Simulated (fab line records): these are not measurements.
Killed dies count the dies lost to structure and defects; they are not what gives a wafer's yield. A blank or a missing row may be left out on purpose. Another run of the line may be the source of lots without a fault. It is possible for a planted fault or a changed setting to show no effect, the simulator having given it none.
Which tool did it?    flow n5 finfet    12 lots with 36 wafers sampled at 2 steps, on a route of 1938 steps

## WHAT THE GAUGES SHOWED, per wafer
N5_BEOL_M3_CD_MEAS_18: pitch 36 nm, target cd 18 nm.
lot   measured      on         cd nm (nm)
L074  day 7 05:47   cd sem-02  18.0 18.3 17.8
L077  day 7 19:22   cd sem-03  18.1 17.4 17.7
L080  day 8 20:41   cd sem-01  18.5 18.2 17.9
L082  day 9 02:52   cd sem-01  16.9 17.4 17.5
L083  day 9 09:35   cd sem-02  18.0 18.3 17.4
L085  day 9 11:46   cd sem-03  18.0 17.8 17.5
L087  day 10 13:25  cd sem-03  18.1 17.9 18.2
L089  day 11 04:21  cd sem-03  18.6 18.9 18.2
L091  day 11 12:25  cd sem-01  17.6 17.7 18.2
L093  day 12 01:15  cd sem-01  17.7 17.5 17.6
L095  day 12 09:41  cd sem-02  17.9 18.1 18.2
L097  day 12 21:48  cd sem-03  18.3 17.6 18.5

## WHAT TOOL EACH LOT RAN ON (gives the tool, then ch and the chambers of the sampled wafers, and finally the start)
lot   N5_BEOL_M3_HM_OPEN_17
L074  rie metal-01 ch 0,1, day 7 05:29
L077  rie metal-02 ch 0,1, day 7 19:13
L080  rie metal-03 ch 0,1, day 8 20:30
L082  rie metal-03 ch 0,1, day 9 02:35
L083  rie metal-03 ch 0,1, day 9 09:18
L085  rie metal-03 ch 1, day 9 11:29
L087  rie metal-03 ch 0,1, day 10 13:02
L089  rie metal-02 ch 0,1, day 11 04:10
L091  rie metal-02 ch 0,1, day 11 12:14
L093  rie metal-03 ch 0, day 12 00:59
L095  rie metal-02 ch 0,1, day 12 09:28
L097  rie metal-02 ch 0, day 12 21:35
- N5_BEOL_M3_HM_OPEN_17: chemistry Cl2/BCl3, target TiN, target depth 20 nm, overetch 6 nm.

## THE ANSWER, worked out from the rows above alone
Rule: the usual values come from the lots themselves. The widest of any qualifying gaps counts: lots, ordered by their means at a reading, are off when they make up no more than a third of the lots, leave a main group of 4 or more, and stand apart from it by 3 or more times the standard deviation of that group's means. If all means in a main group match to the digits the tables above print for the reading, that group is not used. A lot without any number at a reading at which 4 lots or more have one is off too. Where the step has rows for the other lots, those lots are counted as sound.
None of the lots is off at any reading shown; this tells nothing.

## WHAT HAD BEEN PUT IN BY THE SIMULATOR
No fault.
